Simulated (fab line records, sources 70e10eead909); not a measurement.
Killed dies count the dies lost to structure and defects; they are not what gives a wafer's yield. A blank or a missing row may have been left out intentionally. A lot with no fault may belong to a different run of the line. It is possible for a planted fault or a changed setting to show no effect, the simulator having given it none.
Problem report in the 8D (eight disciplines) form, filled by code ; flow nand_harc ; the parts of the form that need people (team, actions taken, sign-off) are left out

1. THE PROBLEM
rf_fwd_power_W at NHARC_THIN_TSV_ETCH_44 reads a mean of 178.9 W on 1 wafer of 1 lot; wafers without a fault read 299.5 W with a standard deviation of 0.88. So: -99 or more standard deviations from the usual mean.
The step: etches the open film in CF4/O2, target depth 1594.2 nm, time 797.1 s.
First observed at day 23 00:40: wafer L137.2, on rie_diel-11. The record has a number at this step for 39 wafers belonging to 13 lots. The rule behind "out" and "out of limits": a value lying over 4 standard deviations away from the usual mean. Any other wafer with a number is counted as sound.

2. WHAT IT IS AND WHAT IT IS NOT
question;is;is not
which readings at this step;rf_fwd_power_W, oes_product_au;bias_w, drypump_motor_current_A, rf_vpp_V, showerhead_plenum_p_Torr, throttle_valve_pct
which lots;L137;L123, L124, L125, L126, L127, L128, L129, L140, L141, L142, L144, L145
which wafers of those lots;L137.2;L137.4, L137.5
read on which tools;rie_diel-11;rie_diel-07, rie_diel-10
when;from day 23 00:40;"up to then (23 sound wafers); but 15 sound wafers of L140, L141, L142, L144, L145 came after"

3. SUSPECTS, AND WHAT RULES EACH OUT
Counting: if a tool at a process step up to the reading ran every lot that is out, it stays a suspect. Sound lots after the first of them don't rule it out here, since some wafers of a struck lot are sound.
- pvd_sputter-03 at NHARC_A_BONDPAD_DEGAS_25 (time 60 s): kept. It ran the lot that is out, L137 (day 22 06:52); its last sound lot up to then is L124 (day 18 07:08).
- rie_diel-11 at NHARC_THIN_TSV_ETCH_44 (etches the open film in CF4/O2, target depth 1594.2 nm, time 797.1 s): kept. It ran the lot that is out, L137 (day 23 00:40); its last sound lot up to then is L129 (day 20 09:49). Out on those wafers are its own readings of oes_product_au, rf_fwd_power_W.
- At NHARC_THIN_TSV_ETCH_44, inside rie_diel-11: chamber 0 took the wafers that are out, while their sound lot-mates went through chambers 2, 3.
The count leaves rie_diel-11 at NHARC_THIN_TSV_ETCH_44 and pvd_sputter-03 at NHARC_A_BONDPAD_DEGAS_25.

4. THE CAUSE (what the simulator had put in)
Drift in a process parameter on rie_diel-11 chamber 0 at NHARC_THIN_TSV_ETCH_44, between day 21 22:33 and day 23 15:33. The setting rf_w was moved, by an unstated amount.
Counting left 2 suspects, and this tool is among them.

5. SEQUENCE OF EFFECTS, ordered by route
Each row: a reading whose mean over the struck wafers that have a number lies more than 3 standard deviations from the usual. Scope: only readings with a usual standard deviation given in the record; hours: median across lots of the time from each lot's start at the first step in this table that gives one to its start at this step; sigmas: change in usual standard deviations.
hours;step;reading;usual;on struck wafers;change;sigmas
0;NHARC_THIN_TSV_ETCH_44;oes_product_au;0.999 a.u.;0.743;-0.256;-26
0;NHARC_THIN_TSV_ETCH_44;rf_fwd_power_W;299.5 W;178.9;-120.6;-99 or more
Here are the process steps it includes:
- NHARC_THIN_TSV_ETCH_44: etches the open film in CF4/O2, target depth 1594.2 nm, time 797.1 s.

6. HOW IT WOULD HAVE BEEN CAUGHT EARLIER
First out-of-limits reading in this record: day 23 00:40, which is 26 hours after fault onset at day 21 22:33.
